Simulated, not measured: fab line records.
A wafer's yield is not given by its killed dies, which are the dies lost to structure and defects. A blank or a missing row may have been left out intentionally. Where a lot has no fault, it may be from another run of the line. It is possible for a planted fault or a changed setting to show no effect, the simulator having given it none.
Chamber matching | flow n5_finfet | N5_BEOL_M8_ETCH_66 on rie_diel-02 has 4 sister chambers
The step etches SOC in N2/H2, target depth 80 nm, overetch 16 nm, time 120 s. 22 wafers are shown with their chamber, then 11 later ones without.

## WAFERS, EACH WITH ITS CHAMBER
wafer  | chamber | throttle_valve_pct (%) | showerhead_plenum_p_Torr (Torr) | drypump_motor_current_A (A)
L074.1 | 1       | 17.70                  | 2.55                            | 6.1
L074.2 | 3       | 17.72                  | 2.56                            | 6.1
L074.5 | 1       | 17.69                  | 2.55                            | 6.2
L076.3 | 2       | 18.27                  | 2.53                            | 5.9
L076.4 | 3       | 17.74                  | 2.55                            | 6.1
L076.6 | 1       | 17.72                  | 2.54                            | 6.1
L080.1 | 2       | 18.27                  | 2.53                            | 6.0
L080.4 | 3       | 17.73                  | 2.55                            | 6.1
L080.5 | 0       | 17.79                  | 2.44                            | 5.6
L085.1 | 1       | 17.71                  | 2.54                            | 6.1
L085.2 | 0       | 17.81                  | 2.44                            | 5.6
L085.3 | 2       | 18.31                  | 2.52                            | 6.0
L084.1 | 1       | 17.71                  | 2.54                            | 6.1
L084.3 | 0       | 17.80                  | 2.44                            | 5.6
L084.6 | 0       | 17.81                  | 2.44                            | 5.6
L087.2 | 3       | 17.75                  | 2.54                            | 6.0
L087.3 | 1       | 17.74                  | 2.53                            | 6.1
L087.6 | 0       | 17.83                  | 2.44                            | 5.6
L086.3 | 0       | 17.82                  | 2.44                            | 5.6
L086.4 | 2       | 18.31                  | 2.52                            | 6.0
L086.5 | 1       | 17.75                  | 2.53                            | 6.1
L090.1 | 1       | 17.77                  | 2.53                            | 6.1

SIGNATURES, as means of the wafers listed above
reading                  | chamber 0 | chamber 1 | chamber 2 | chamber 3 | scatter within a chamber
throttle_valve_pct       | 17.8100   | 17.7237   | 18.2900   | 17.7350   | 0.0215
showerhead_plenum_p_Torr | 2.4400    | 2.5387    | 2.5250    | 2.5500    | 0.00661
drypump_motor_current_A  | 5.600     | 6.112     | 5.975     | 6.075     | 0.0363
Rule: a wafer's distance from a chamber is the root of the sum, over the readings, of the square of ((its reading less the chamber's mean) divided by the reading's scatter). If the next closest chamber is less than 2 further off than the closest, the wafer can't be placed; otherwise it belongs to the closest. The scatter: the root of (the sum of the squares of (reading less its chamber's mean) over the shown wafers, divided by (wafers less chambers)).

## WAFERS WHOSE CHAMBER IS MISSING
wafer  | throttle_valve_pct (%) | showerhead_plenum_p_Torr (Torr) | drypump_motor_current_A (A)
L090.2 | 18.32                  | 2.52                            | 6.0
L090.6 | 18.31                  | 2.52                            | 5.9
L091.1 | 18.31                  | 2.52                            | 5.9
L091.4 | 17.84                  | 2.43                            | 5.7
L091.6 | 18.30                  | 2.52                            | 5.9
L092.3 | 17.75                  | 2.53                            | 6.1
L092.4 | 17.85                  | 2.43                            | 5.6
L092.6 | 17.78                  | 2.53                            | 6.1
L095.2 | 18.35                  | 2.51                            | 6.0
L095.5 | 18.34                  | 2.51                            | 6.0
L095.6 | 17.82                  | 2.54                            | 6.0

## THE CHAMBER EACH PASSED THROUGH
wafer  | from the rows above     | in truth
L090.2 | 2                       | 2
L090.6 | 2                       | 2
L091.1 | 2                       | 2
L091.4 | 0                       | 0
L091.6 | 2                       | 2
L092.3 | can't be placed: 1 or 3 | 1
L092.4 | 0                       | 0
L092.6 | can't be placed: 1 or 3 | 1
L095.2 | 2                       | 2
L095.5 | 2                       | 2
L095.6 | can't be placed: 3 or 1 | 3
Correctly placed: 8 of 11. From these rows, 3 cannot be placed; in 3 the true chamber is one of the candidates. 0 placed wrongly.
